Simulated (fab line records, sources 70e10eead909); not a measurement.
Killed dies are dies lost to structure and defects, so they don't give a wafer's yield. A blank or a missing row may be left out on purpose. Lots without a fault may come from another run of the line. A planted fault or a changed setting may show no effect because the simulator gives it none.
fab line records | flow nand_harc
record lots=24 wafers=72 last_day=24
route steps=1159 shown P_M1@308 P_M2@330 P_BONDPAD@353
lots that met no fault: from a run of the same line without faults
start_h: hours from the record's first day to the start of the lot's first wafer shown | wait_h: hours since the lot's step before | " the same as in the row above | L1.1+2: a row that stands for several wafers | - no value, or no start given | * or withheld: withheld | < > ~ a bound
route shown NAME@n: a module of which the file shows steps, and the number in the route of the first | usual: mean/standard deviation of fault-free wafers | same: alike in all rows | chamber/n: place in a boat | sites: the reading at each site | _std_site: their standard deviation | _edge_site: outer sites' mean less inner sites' | radius_mm: how far each site lies from the wafer's centre | mask NAME#n: copy n | behind: the tool/chamber that last shaped the wafer | hold: why the lot was held/for how many hours/how that ended | device: the transistor (n, p or np) that didn't switch | end of line: the same wafers' tests at the end of the route | a step without rows: its recipe alone | killed: dies lost to structure and defects at the first sort, not the wafer's yield | map: a wafer's dies, x killed, . not, _ none there
set.NAME: the setting as run; set.NAME@STEP: as run at that earlier step | model.NAME: the simulator's own value behind a step, which no gauge read
steps of the route over a sample of lots; a table a step, a row a wafer
services: from which hour (start_h, from the record's first day; less than 0 if before it) a tool's chamber was out of use, for how many hours, and why
## steps
# step NHARC_P_M1_PVD_21
# recipe target_thk_a=300 chamber_pressure_pa=5 power_w=5000 substrate_temp_c=30 time_s=20.49 material=Cu
# usual throttle_valve_pct=30.1/0.9
# columns lot.wafer tool chamber start_h wait_h throttle_valve_pct
L074.1 pvd_sputter-03 - - - 31.2
L074.5 " - " " 29.5
L074.6 " - " " 31.1
L075.2 pvd_sputter-02 - - - 30.5
L075.4 " - " " 30.1
L075.3 " - " " 31.0
L076.2 pvd_sputter-02 - - - 30.3
L076.4 " - " " 30.5
L076.1 " - " " 28.8
L077.2 pvd_sputter-02 - - - 28.8
L077.3 " - " " 30.1
L077.5 " - " " 28.6
L078.3 pvd_sputter-02 - - - 30.1
L078.6 " - " " 30.7
L078.5 " - " " 30.1
L079.2 pvd_sputter-02 - - - 30.5
L079.3 " - " " 30.2
L079.6 " - " " 28.9
L080.2 pvd_sputter-02 - - - 28.9
L080.1 " - " " 30.0
L080.6 " - " " 28.7
L081.3 pvd_sputter-02 - - - 29.9
L081.2 " - " " 28.8
L081.5 " - " " 29.9
L082.3 pvd_sputter-02 - - - 28.6
L082.4 " - " " 30.4
L082.6 " - " " 30.3
L083.2 pvd_sputter-03 - - - 30.8
L083.5 " - " " 29.3
L083.6 " - " " 29.3
L084.4 pvd_sputter-01 - - - 31.5
L084.1 " - " " 29.1
L084.5 " - " " 31.1
L087.2 pvd_sputter-03 - - - 29.3
L087.3 " - " " 29.6
L087.4 " - " " 30.5
L085.3 pvd_sputter-01 - - - 29.1
L085.2 " - " " 31.6
L085.6 " - " " 28.7
L086.4 pvd_sputter-02 - - - 30.1
L086.3 " - " " 28.8
L086.5 " - " " 31.0
L088.4 pvd_sputter-01 - - - 30.4
L088.1 " - " " 29.5
L088.5 " - " " 30.6
L089.2 pvd_sputter-01 - - - 29.2
L089.3 " - " " 28.9
L089.6 " - " " 28.8
L090.3 pvd_sputter-01 - - - 31.3
L090.1 " - " " 29.4
L090.5 " - " " 30.4
L091.3 pvd_sputter-01 - - - 31.1
L091.4 " - " " 29.2
L091.2 " - " " 28.9
L092.2 pvd_sputter-01 - - - 30.8
L092.1 " - " " 29.1
L092.4 " - " " 28.6
L093.1 pvd_sputter-03 - - - 31.2
L093.6 " - " " 31.1
L093.5 " - " " 30.5
L094.1 pvd_sputter-01 - - - 30.3
L094.4 " - " " 28.9
L094.6 " - " " 30.3
L095.3 pvd_sputter-01 - - - 31.2
L095.2 " - " " 29.4
L095.6 " - " " 30.6
L097.3 pvd_sputter-01 - - - 28.9
L097.2 " - " " 29.1
L097.5 " - " " 30.6
L096.4 pvd_sputter-01 - - - 31.5
L096.3 " - " " 28.7
L096.6 " - " " 30.6
# step NHARC_P_M2_INSPECT_11
# usual raw_defect_count=3.9/2
# columns lot.wafer tool chamber start_h wait_h raw_defect_count
L074.1 defect_inspect-01 - 131.36 0.0 4
L074.5 " - " " 3
L074.6 " - " " 4
L075.2 defect_inspect-01 - 132.75 0.0 7
L075.3 " - " " 3
L075.4 " - " " 1
L076.1 defect_inspect-01 - 134.04 0.0 4
L076.2 " - " " 1
L076.4 " - " " 3
L077.2 defect_inspect-02 - 146.96 0.0 4
L077.3 " - " " 4
L077.5 " - " " 2
L078.3 defect_inspect-01 - 147.10 0.0 4
L078.5 " - " " 3
L078.6 " - " " 5
L079.2 defect_inspect-02 - 148.25 0.0 3
L079.3 " - " " 5
L079.6 " - " " 5
L080.1 defect_inspect-02 - 162.08 0.0 1
L080.2 " - " " 6
L080.6 " - " " 6
L081.2 defect_inspect-01 - 166.39 0.0 2
L081.3 " - " " 2
L081.5 " - " " 3
L082.3 defect_inspect-01 - 168.51 0.0 3
L082.4 " - " " 0
L082.6 " - " " 6
L083.2 defect_inspect-02 - 181.35 0.0 4
L083.5 " - " " 8
L083.6 " - " " 5
L084.1 defect_inspect-01 - 182.81 0.1 4
L084.4 " - " " 1
L084.5 " - " " 2
L087.2 defect_inspect-02 - 199.61 0.0 1
L087.3 " - " " 1
L087.4 " - " " 5
L085.2 defect_inspect-01 - 200.34 0.0 7
L085.3 " - " " 7
L085.6 " - " " 3
L086.3 defect_inspect-02 - 200.54 0.0 5
L086.4 " - " " 2
L086.5 " - " " 6
L088.1 defect_inspect-01 - 203.42 0.0 7
L088.4 " - " " 3
L088.5 " - " " 4
L089.2 defect_inspect-02 - 221.33 0.0 7
L089.3 " - " " 3
L089.6 " - " " 5
L090.1 defect_inspect-02 - 226.18 0.0 5
L090.3 " - " " 1
L090.5 " - " " 2
L091.2 defect_inspect-02 - 228.61 0.0 2
L091.3 " - " " 1
L091.4 " - " " 3
L092.1 defect_inspect-02 - 235.19 0.0 6
L092.2 " - " " 4
L092.4 " - " " 6
L093.1 defect_inspect-02 - 235.83 0.0 5
L093.5 " - " " 3
L093.6 " - " " 4
L094.1 defect_inspect-02 - 236.15 0.0 4
L094.4 " - " " 4
L094.6 " - " " 5
L095.2 defect_inspect-02 - 252.26 0.0 4
L095.3 " - " " 3
L095.6 " - " " 3
L097.2 defect_inspect-01 - 261.88 0.0 7
L097.3 " - " " 6
L097.5 " - " " 3
L096.3 defect_inspect-01 - 263.96 0.0 4
L096.4 " - " " 4
L096.6 " - " " 2
# step NHARC_P_BONDPAD_THK_MEAS_33
# recipe thk_meas_gauge=ellipsometry
# usual thk_nm=199.8/1.4
# columns lot.wafer tool chamber start_h wait_h thk_nm
L074.1 film_metro-02 - 135.64 0.2 201.1
L074.5 " - " " 197.0
L074.6 " - " " 198.5
L075.2 film_metro-02 - 136.95 0.2 199.0
L075.3 " - " " 201.9
L075.4 " - " " 201.7
L076.1 film_metro-02 - 138.30 0.2 201.1
L076.2 " - " " 200.5
L076.4 " - " " 201.4
L077.2 film_metro-01 - 150.86 0.2 199.9
L077.3 " - " " 200.9
L077.5 " - " " 197.8
L078.3 film_metro-02 - 151.21 0.2 197.7
L078.5 " - " " 200.5
L078.6 " - " " 196.3
L079.2 film_metro-02 - 152.21 0.2 200.3
L079.3 " - " " 198.9
L079.6 " - " " 200.4
L080.1 film_metro-02 - 166.50 0.2 200.6
L080.2 " - " " 201.3
L080.6 " - " " 197.8
L081.2 film_metro-01 - 170.49 0.2 200.3
L081.3 " - " " 202.7
L081.5 " - " " 199.7
L082.3 film_metro-01 - 172.52 0.2 201.0
L082.4 " - " " 199.7
L082.6 " - " " 201.9
L083.2 film_metro-01 - 185.34 0.2 202.0
L083.5 " - " " 198.4
L083.6 " - " " 201.5
L084.1 film_metro-01 - 186.71 0.2 198.3
L084.4 " - " " 199.1
L084.5 " - " " 199.5
L087.2 film_metro-01 - 203.53 0.2 200.7
L087.3 " - " " 201.1
L087.4 " - " " 199.4
L085.2 film_metro-01 - 204.35 0.2 200.8
L085.3 " - " " 200.8
L085.6 " - " " 201.0
L086.3 film_metro-01 - 204.39 0.2 198.6
L086.4 " - " " 200.6
L086.5 " - " " 200.9
L088.1 film_metro-01 - 207.30 0.2 197.7
L088.4 " - " " 199.7
L088.5 " - " " 200.0
L089.2 film_metro-01 - 225.26 0.2 202.4
L089.3 " - " " 199.6
L089.6 " - " " 201.2
L090.1 film_metro-01 - 230.40 0.2 200.3
L090.3 " - " " 200.7
L090.5 " - " " 198.8
L091.2 film_metro-01 - 232.51 0.2 201.9
L091.3 " - " " 199.7
L091.4 " - " " 199.2
L092.1 film_metro-01 - 239.20 0.2 202.3
L092.2 " - " " 197.7
L092.4 " - " " 200.9
L093.1 film_metro-01 - 239.71 0.2 199.5
L093.5 " - " " 198.1
L093.6 " - " " 200.0
L094.1 film_metro-02 - 240.06 0.2 196.9
L094.4 " - " " 196.8
L094.6 " - " " 199.4
L095.2 film_metro-02 - 256.15 0.2 198.3
L095.3 " - " " 202.4
L095.6 " - " " 199.4
L097.2 film_metro-02 - 265.74 0.2 201.4
L097.3 " - " " 201.4
L097.5 " - " " 203.5
L096.3 film_metro-02 - 267.78 0.2 198.0
L096.4 " - " " 197.5
L096.6 " - " " 198.3
# step NHARC_P_BONDPAD_OVL_MEAS_38
# usual overlay_x_nm=-1/5.9 overlay_y_nm=0/5
# columns lot.wafer tool chamber start_h wait_h overlay_x_nm overlay_y_nm
L074.1 overlay-02 - 136.30 - 8 9
L074.5 " - " " 8 9
L074.6 " - " " 8 9
L075.2 overlay-02 - 137.48 - 6 -1
L075.3 " - " " 6 -2
L075.4 " - " " 6 -1
L076.1 overlay-02 - 138.96 - -4 1
L076.2 " - " " -5 1
L076.4 " - " " -5 1
L077.2 overlay-02 - 151.52 - 2 2
L077.3 " - " " 2 1
L077.5 " - " " 2 1
L078.3 overlay-02 - 151.76 - -7 -1
L078.5 " - " " -7 -2
L078.6 " - " " -7 -2
L079.2 overlay-01 - 152.76 - 8 0
L079.3 " - " " 8 0
L079.6 " - " " 8 0
L080.1 overlay-02 - 167.03 - 5 3
L080.2 " - " " 5 3
L080.6 " - " " 5 3
L081.2 overlay-01 - 171.14 - -9 1
L081.3 " - " " -9 1
L081.5 " - " " -9 1
L082.3 overlay-01 - 173.17 - 7 3
L082.4 " - " " 6 3
L082.6 " - " " 6 3
L083.2 overlay-01 - 186.01 - -8 4
L083.5 " - " " -7 4
L083.6 " - " " -8 3
L084.1 overlay-01 - 187.25 - -4 0
L084.4 " - " " -4 -1
L084.5 " - " " -4 0
L087.2 overlay-02 - 204.05 - -4 -7
L087.3 " - " " -3 -7
L087.4 " - " " -3 -7
L085.2 overlay-01 - 205.00 - 2 0
L085.3 " - " " 2 0
L085.6 " - " " 2 0
L086.3 overlay-02 - 205.16 - 1 -1
L086.4 " - " " 1 0
L086.5 " - " " 0 0
L088.1 overlay-02 - 207.95 - -1 -4
L088.4 " - " " -1 -5
L088.5 " - " " -1 -5
L089.2 overlay-01 - 225.91 - -1 4
L089.3 " - " " 1 4
L089.6 " - " " 0 4
L090.1 overlay-01 - 230.94 - -1 5
L090.3 " - " " -1 5
L090.5 " - " " -1 5
L091.2 overlay-01 - 233.18 - -5 0
L091.3 " - " " -6 0
L091.4 " - " " -5 0
L092.1 overlay-01 - 239.86 - 2 -11
L092.2 " - " " 2 -11
L092.4 " - " " 3 -11
L093.1 overlay-02 - 240.37 - -3 -4
L093.5 " - " " -3 -3
L093.6 " - " " -3 -3
L094.1 overlay-02 - 240.72 - -11 -8
L094.4 " - " " -11 -7
L094.6 " - " " -10 -7
L095.2 overlay-02 - 256.69 - 4 11
L095.3 " - " " 4 12
L095.6 " - " " 4 12
L097.2 overlay-02 - 266.40 - -1 -5
L097.3 " - " " -1 -5
L097.5 " - " " -1 -4
L096.3 overlay-02 - 268.31 - -16 -5
L096.4 " - " " -15 -5
L096.6 " - " " -15 -4
# step NHARC_P_BONDPAD_DESCUM_11
# recipe time_s=3 o2_flow_sccm=200 ar_flow_sccm=0 bias_power_w=0 chemistry=O2
# usual drypump_motor_current_A=5.8/0.34 oes_product_au=0.997/0.017 rf_vpp_V=58.1/0.8 showerhead_plenum_p_Torr=1.98/0.075 throttle_valve_pct=11.311/0.0094
# columns lot.wafer tool chamber start_h wait_h drypump_motor_current_A oes_product_au rf_hours_counter_h rf_vpp_V showerhead_plenum_p_Torr throttle_valve_pct
L074.1 rie_diel-13 1 136.44 - 5.6 1.028 2 56.8 2.00 11.323
L074.5 " 2 " " 5.6 0.973 - 58.8 2.03 11.319
L074.6 " 3 " " 6.4 0.993 - 58.7 2.05 11.315
L075.3 rie_diel-13 0 137.60 - 6.1 0.997 2 58.6 2.01 11.297
L075.4 " 2 " " 5.6 0.994 2 58.5 2.03 11.299
L075.2 " 3 " " 6.3 0.989 2 57.6 2.05 11.320
L076.1 rie_diel-04 1 139.09 - 5.7 1.007 4 59.3 2.07 11.306
L076.4 " 2 " " 5.5 0.996 4 56.6 1.90 11.322
L076.2 " 0 " " 6.0 1.002 5 58.1 1.87 11.309
L077.3 rie_diel-04 2 151.64 - 5.5 0.987 9 57.6 1.90 11.306
L077.2 " 0 " " 6.0 0.999 8 58.1 1.87 11.314
L077.5 " 3 " " 5.2 1.000 - 58.2 1.85 11.313
L078.3 rie_diel-05 2 151.89 - 5.8 0.994 56 57.1 2.04 11.318
L078.6 " 1 " " 5.4 0.998 - 57.3 1.90 11.321
L078.5 " 2 " " 5.7 0.989 - 58.6 2.04 11.317
L079.3 rie_diel-13 0 152.89 - 6.0 1.000 3 59.6 2.01 11.304
L079.2 " 2 " " 5.6 0.981 3 59.1 2.03 11.312
L079.6 " 0 " " 6.1 0.989 - 58.2 2.01 11.301
L080.1 rie_diel-13 3 167.22 - 6.4 0.989 5 57.0 2.05 11.320
L080.2 " 0 " " 6.0 0.990 5 58.3 2.01 11.308
L080.6 " 1 " " 5.6 1.039 - 56.5 2.00 11.301
L081.3 rie_diel-13 3 171.27 - 6.4 0.985 5 58.7 2.05 11.313
L081.2 " 0 " " 6.1 1.001 5 57.4 2.01 11.296
L081.5 " 3 " " 6.4 0.990 - 56.9 2.05 11.320
L082.4 rie_diel-04 0 173.34 - 6.0 1.014 18 59.4 1.87 11.313
L082.3 " 1 " " 5.8 1.013 19 58.2 2.07 11.311
L082.6 " 2 " " 5.5 0.996 - 58.5 1.89 11.312
L083.2 rie_diel-13 1 186.16 - 5.7 1.030 6 58.3 2.00 11.303
L083.6 " 2 " " 5.6 0.981 - 58.2 2.03 11.318
L083.5 " 3 " " 6.4 0.984 - 58.7 2.04 11.302
L084.4 rie_diel-13 3 187.37 - 6.4 0.988 6 59.5 2.04 11.307
L084.1 " 2 " " 5.6 0.983 5 60.1 2.03 11.315
L084.5 " 0 " " 6.1 1.002 - 58.4 2.01 11.307
L087.2 rie_diel-13 0 204.18 - 6.0 1.010 8 58.8 2.01 11.305
L087.4 " 2 " " 5.6 0.986 7 58.6 2.03 11.321
L087.3 " 3 " " 6.4 0.996 8 58.1 2.04 11.322
L085.2 rie_diel-05 0 205.14 - 5.6 0.977 8 57.5 1.83 11.315
L085.3 " 1 " " 5.4 1.000 8 58.6 1.90 11.301
L085.6 " 0 " " 5.7 0.980 - 57.8 1.83 11.324
L086.4 rie_diel-05 2 205.30 - 5.7 1.003 10 56.4 2.03 11.300
L086.3 " 3 " " 5.4 1.007 10 58.3 2.07 11.312
L086.5 " 1 " " 5.4 1.011 - 58.4 1.90 11.314
L088.1 rie_diel-04 1 208.08 - 5.8 0.995 33 58.3 2.07 11.312
L088.4 " 0 " " 6.0 0.988 30 57.8 1.87 11.315
L088.5 " 2 " " 5.5 1.000 - 57.7 1.89 11.321
L089.2 rie_diel-13 0 226.05 - 6.0 0.993 11 58.5 2.01 11.307
L089.3 " 2 " " 5.6 0.974 9 58.5 2.03 11.309
L089.6 " 3 " " 6.4 0.990 - 58.1 2.04 11.307
L090.3 rie_diel-13 0 231.07 - 6.1 1.003 12 57.5 2.01 11.301
L090.1 " 1 " " 5.7 1.023 11 56.4 2.00 11.305
L090.5 " 3 " " 6.3 0.990 - 57.9 2.04 11.298
L091.3 rie_diel-13 3 233.30 - 6.4 0.995 11 56.9 2.04 11.289
L091.4 " 1 " " 5.6 1.027 11 58.5 2.00 11.335
L091.2 " 2 " " 5.6 0.969 10 57.9 2.03 11.322
L092.2 rie_diel-13 3 239.99 - 6.4 0.977 11 57.8 2.04 11.328
L092.1 " 1 " " 5.7 1.025 11 59.4 2.00 11.304
L092.4 " 2 " " 5.6 0.968 10 58.3 2.03 11.295
L093.1 rie_diel-04 0 240.52 - 6.0 0.992 39 59.4 1.86 11.308
L093.5 " 1 " " 5.8 0.997 - 57.3 2.06 11.320
L093.6 " 2 " " 5.5 0.993 - 56.5 1.88 11.309
L094.1 rie_diel-04 2 240.84 - 5.5 1.002 41 58.5 1.89 11.312
L094.4 " 0 " " 6.0 0.997 39 57.7 1.86 11.315
L094.6 " 2 " " 5.5 0.992 - 58.1 1.89 11.294
L095.2 rie_diel-13 2 256.83 - 5.6 0.976 11 57.5 2.03 11.309
L095.3 " 0 " " 6.0 0.987 14 58.8 2.01 11.299
L095.6 " 1 " " 5.7 1.033 - 57.7 2.00 11.314
L097.3 rie_diel-13 0 266.53 - 6.0 0.991 15 57.3 2.01 11.321
L097.2 " 1 " " 5.7 1.024 14 58.3 2.00 11.307
L097.5 " 3 " " 6.3 0.988 - 57.0 2.04 11.303
L096.3 rie_diel-13 1 268.44 - 5.6 1.023 14 57.3 2.00 11.306
L096.4 " 3 " " 6.4 0.981 14 57.8 2.04 11.309
L096.6 " 1 " " 5.7 1.029 - 58.8 2.00 11.312
# step NHARC_P_BONDPAD_STRIP_15
# recipe o2_flow_sccm=500 ar_flow_sccm=0 bias_w=0 chemistry=O2
# usual drypump_motor_current_A=5.8/0.33 oes_product_au=1.000/0.018 rf_vpp_V=58.2/0.9 showerhead_plenum_p_Torr=3.67/0.12 throttle_valve_pct=17.037/0.0089
# columns lot.wafer tool chamber start_h wait_h drypump_motor_current_A oes_product_au rf_hours_counter_h rf_vpp_V showerhead_plenum_p_Torr throttle_valve_pct
L074.1 rie_diel-13 2 136.84 0.1 5.6 0.991 2 58.8 3.73 17.047
L074.6 " 0 " " 6.0 0.991 - 58.6 3.70 17.022
L074.5 " 1 " " 5.6 1.024 - 58.1 3.68 17.051
L075.2 rie_diel-13 2 137.99 0.1 5.6 0.986 2 58.4 3.73 17.028
L075.3 " 3 " " 6.4 0.995 2 57.2 3.76 17.041
L075.4 " 0 " " 6.1 0.999 2 57.6 3.70 17.031
L076.2 rie_diel-13 2 139.49 0.1 5.6 0.991 2 59.0 3.73 17.024
L076.4 " 3 " " 6.4 1.000 2 59.6 3.76 17.027
L076.1 " 0 " " 6.1 0.983 2 56.9 3.70 17.030
L077.3 rie_diel-04 1 152.04 0.1 5.8 0.996 9 58.5 3.80 17.030
L077.2 " 2 " " 5.5 0.991 9 57.7 3.50 17.028
L077.5 " 0 " " 6.0 0.992 - 57.6 3.46 17.051
L078.3 rie_diel-13 0 152.30 0.1 6.1 0.987 3 58.3 3.70 17.038
L078.6 " 0 " " 6.1 0.992 - 58.4 3.70 17.031
L078.5 " 1 " " 5.7 1.039 - 59.4 3.68 17.034
L079.3 rie_diel-13 0 153.27 0.1 6.1 0.994 3 57.9 3.70 17.055
L079.2 " 1 " " 5.7 1.037 3 57.1 3.68 17.030
L079.6 " 0 " " 6.0 0.995 - 57.5 3.70 17.054
L080.2 rie_diel-13 3 167.68 0.1 6.4 0.986 5 59.0 3.75 17.042
L080.1 " 0 " " 6.1 1.001 5 58.6 3.70 17.060
L080.6 " 3 " " 6.4 0.977 - 58.9 3.75 17.045
L081.3 rie_diel-13 1 171.65 0.1 5.7 1.043 5 58.4 3.68 17.046
L081.2 " 0 " " 6.1 1.006 5 56.8 3.70 17.033
L081.5 " 2 " " 5.7 0.982 - 58.8 3.73 17.036
L082.3 rie_diel-13 3 174.05 0.3 6.4 0.987 6 59.5 3.75 17.044
L082.4 " 0 " " 6.0 0.995 6 57.9 3.70 17.041
L082.6 " 0 " " 6.0 0.993 - 57.4 3.70 17.042
L083.2 rie_diel-13 1 186.56 0.1 5.6 1.036 6 57.9 3.68 17.047
L083.5 " 3 " " 6.3 0.987 - 57.9 3.75 17.040
L083.6 " 0 " " 6.0 0.993 - 57.1 3.70 17.040
L084.1 rie_diel-13 2 187.77 0.1 5.6 0.986 5 58.8 3.72 17.037
L084.4 " 3 " " 6.4 0.990 7 59.1 3.75 17.054
L084.5 " 3 " " 6.4 0.988 - 57.1 3.75 17.026
L087.3 rie_diel-13 0 204.62 0.1 6.0 0.997 9 58.8 3.70 17.041
L087.2 " 2 " " 5.6 0.989 7 59.0 3.72 17.025
L087.4 " 3 " " 6.4 0.997 8 59.3 3.75 17.026
L085.2 rie_diel-05 3 205.56 0.1 5.4 0.998 10 58.6 3.80 17.043
L085.3 " 0 " " 5.6 0.979 8 58.0 3.38 17.037
L085.6 " 3 " " 5.4 0.995 - 57.4 3.80 17.038
L086.3 rie_diel-13 0 205.70 0.1 6.1 0.994 9 58.9 3.70 17.040
L086.4 " 2 " " 5.5 0.986 7 58.7 3.72 17.038
L086.5 " 0 " " 6.0 1.002 - 56.9 3.70 17.031
L088.4 rie_diel-13 0 208.48 0.1 6.0 0.990 9 58.8 3.70 17.032
L088.1 " 2 " " 5.7 0.981 7 58.7 3.72 17.034
L088.5 " 3 " " 6.4 0.987 - 58.7 3.75 17.037
L089.2 rie_diel-04 0 226.44 0.1 6.0 0.991 35 59.2 3.44 17.044
L089.3 " 1 " " 5.8 0.994 38 59.4 3.79 17.039
L089.6 " 0 " " 6.0 0.991 - 58.4 3.44 17.039
L090.1 rie_diel-05 3 231.47 0.1 5.4 0.991 17 58.2 3.80 17.031
L090.3 " 0 " " 5.6 0.980 15 58.1 3.38 17.030
L090.5 " 3 " " 5.4 0.992 - 57.9 3.80 17.025
L091.2 rie_diel-04 1 233.69 0.1 5.8 0.995 40 59.5 3.79 17.043
L091.3 " 2 " " 5.5 0.989 40 59.1 3.48 17.027
L091.4 " 0 " " 6.0 0.988 37 56.8 3.44 17.022
L092.1 rie_diel-05 2 240.54 0.1 5.7 1.015 21 58.2 3.72 17.019
L092.2 " 3 " " 5.4 0.995 20 58.0 3.80 17.037
L092.4 " 0 " " 5.7 0.994 18 55.6 3.37 17.045
L093.1 rie_diel-05 2 240.94 0.1 5.7 1.008 21 57.3 3.72 17.035
L093.6 " 3 " " 5.4 0.986 - 59.0 3.80 17.042
L093.5 " 0 " " 5.6 0.997 - 58.5 3.37 17.028
L094.4 rie_diel-13 0 241.23 0.1 6.0 1.005 12 57.4 3.70 17.031
L094.1 " 1 " " 5.6 1.030 12 57.5 3.68 17.038
L094.6 " 1 " " 5.6 1.027 - 59.1 3.68 17.033
L095.3 rie_diel-13 3 257.21 0.1 6.4 0.982 13 59.1 3.75 17.040
L095.2 " 0 " " 6.1 1.000 14 57.9 3.69 17.022
L095.6 " 0 " " 6.0 0.999 - 57.0 3.69 17.035
L097.2 rie_diel-13 0 266.93 0.1 6.0 0.997 15 59.6 3.69 17.048
L097.3 " 1 " " 5.7 1.025 14 57.4 3.68 17.018
L097.5 " 3 " " 6.4 0.976 - 59.5 3.75 17.043
L096.4 rie_diel-04 3 268.82 0.1 5.2 0.983 56 56.9 3.39 17.044
L096.3 " 0 " " 6.0 0.990 53 55.2 3.43 17.034
L096.6 " 0 " " 6.0 0.986 - 57.5 3.43 17.026
## services
# columns tool chamber start_h hours kind
rie_diel-13 0 108.00 - clean
rie_diel-13 1 108.00 - clean
rie_diel-13 2 108.00 - clean
rie_diel-13 3 108.00 - clean
rie_diel-04 3 110.05 6.1 repair
rie_diel-04 - 111.99 9.0 pm
rie_diel-05 - 115.10 0.3 repair
rie_diel-05 0 115.43 4.8 repair
rie_diel-13 0 132.50 - clean
rie_diel-13 1 132.50 - clean
rie_diel-13 2 132.50 - clean
rie_diel-13 3 132.50 - clean
pvd_sputter-03 - 136.77 1.8 repair
rie_diel-04 - 138.46 0.2 repair
rie_diel-13 3 146.36 1.2 repair
rie_diel-04 0 147.18 2.9 repair
pvd_sputter-01 - 158.00 10.0 pm
rie_diel-13 2 160.93 7.9 repair
rie_diel-05 - 171.54 9.0 pm
rie_diel-13 0 181.00 - clean
rie_diel-04 0 181.57 2.0 repair
pvd_sputter-03 - 201.02 6.9 repair
pvd_sputter-02 - 206.51 0.8 repair
pvd_sputter-02 - 214.01 10.0 pm
## key
fault none
